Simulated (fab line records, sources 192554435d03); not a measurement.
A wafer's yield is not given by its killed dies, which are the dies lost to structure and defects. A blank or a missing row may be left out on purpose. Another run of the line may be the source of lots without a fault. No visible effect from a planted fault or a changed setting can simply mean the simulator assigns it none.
Problem report in the 8D (eight disciplines) form, filled by code    flow n5Finfet    the parts of the form that need people (team, actions taken, sign-off) are left out

== 1. THE ISSUE ==
At N5_BEOL_M12_PEB_08, heaterPowerTotalW averages 181.6 W over 4 wafers from 2 lots, while fault-free wafers read 172.4 W, standard deviation 0.79. Measured from the usual mean, that is +12 standard deviations.
The step: peb time 90 s.
First seen on wafer L426.3, day 15 00:38, on lithoTrack-02. The record has a number at this step for 31 wafers belonging to 11 lots. The rule behind "out" and "out of limits": a value lying over 4 standard deviations away from the usual mean. The rest of the wafers with a number are treated as sound.

== 2. WHAT IT IS; WHAT IT IS NOT ==
question                     is                              is not
which readings at this step  heaterPowerTotalW               -
which lots                   L426, L429                      L412, L413, L415, L417, L418, L419, L430, L432, L433
which wafers of those lots   L426.3, L429.3, L429.4, L429.5  L426.1, L426.2
read on which tools          lithoTrack-02                   lithoTrack-01, lithoTrack-03
when                         from day 15 00:38               up to then (18 sound wafers); but 9 sound wafers of L430, L432, L433 came after

== 3. THE SUSPECTS, EACH WITH WHAT RULES IT OUT ==
Counting: a tool at a process step up to the reading stays a suspect if it ran every lot that is out. Sound lots after the first of them don't rule it out here, since some wafers of a struck lot are sound.
- lithoTrack-02 at N5_BEOL_M12_PEB_08 (peb time 90 s): kept. Every lot that is out went through it, the first being L426 (day 15 00:38); the last sound lot it ran before that was L417 (day 12 20:02). Out on those wafers are its own readings of heaterPowerTotalW.
Left after counting: lithoTrack-02 at N5_BEOL_M12_PEB_08.

== 4. THE CAUSE (what the simulator had put in) ==
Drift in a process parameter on lithoTrack-02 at N5_BEOL_M12_PEB_08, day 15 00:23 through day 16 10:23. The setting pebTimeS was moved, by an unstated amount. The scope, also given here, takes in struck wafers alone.
The count eliminated every tool but this one.

== 5. THE CHAIN OF EFFECTS, in route order ==
Each row: a reading whose mean over the struck wafers that have a number lies more than 3 standard deviations from the usual. Scope: only readings with a usual standard deviation given in the record; hours: median across lots of the time from each lot's start at the first step in this table that gives one to its start at this step; sigmas: change in usual standard deviations.
hours  step                reading            usual    on struck wafers  change  sigmas
0      N5_BEOL_M12_PEB_08  heaterPowerTotalW  172.4 W  181.6             +9.2    +12
Here are the process steps it includes:
- N5_BEOL_M12_PEB_08: peb time 90 s.

== 6. HOW IT WOULD HAVE BEEN CAUGHT EARLIER ==
In this record no reading fell out of limits until day 15 00:38, 0 hours after the fault had begun at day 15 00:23.
